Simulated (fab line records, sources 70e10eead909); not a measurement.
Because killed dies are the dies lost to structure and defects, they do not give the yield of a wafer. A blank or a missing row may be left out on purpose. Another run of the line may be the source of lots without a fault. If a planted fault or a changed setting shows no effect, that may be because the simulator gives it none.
Chamber matching    flow nand-harc    4 sister chambers for NHARC_P_CONTACT_ALD_22 on ald-metal-01
The step deposits TiN, target thk 3 nm, pulse time 1 s, ald cycles 150. 4 wafers are shown with their chamber, then 7 later ones without.

== EACH WAFER AND ITS CHAMBER ==
wafer   chamber  heater-power-w (W)
L084.6  0        1130
L085.2  3        1069
L087.1  2        1215
L087.4  1        1100

== WAFERS WITH NO CHAMBER GIVEN ==
wafer   heater-power-w (W)
L087.6  1096
L087.2  1060
L087.3  1130
L087.5  1191
L094.1  1107
L094.2  1093
L094.4  1160

== EACH ONE'S CHAMBER ==
wafer   from the rows above           in truth
L087.6  can't be placed: 1 or 3 or 0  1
L087.2  3                             3
L087.3  can't be placed: 0 or 1       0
L087.5  2                             2
L094.1  can't be placed: 1 or 0       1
L094.2  can't be placed: 1 or 3 or 0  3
L094.4  can't be placed: 0 or 2 or 1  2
2 of 7 placed correctly. Cannot be placed on the basis of these rows: 5; the candidates contain the true chamber in 5. Number placed wrongly: 0.
How it was worked out, from the rows above alone: a wafer's distance from a chamber is the root of the sum, over the readings, of the square of ((its reading less the chamber's mean) divided by the reading's scatter). If the next closest chamber is less than 2 further off than the closest, the wafer can't be placed; otherwise it belongs to the closest. Each chamber's mean is taken over the wafers shown for it. The scatter (one wafer shown for each chamber): square how far every hidden wafer sits from the nearest shown wafer, average those squares and take the square root.
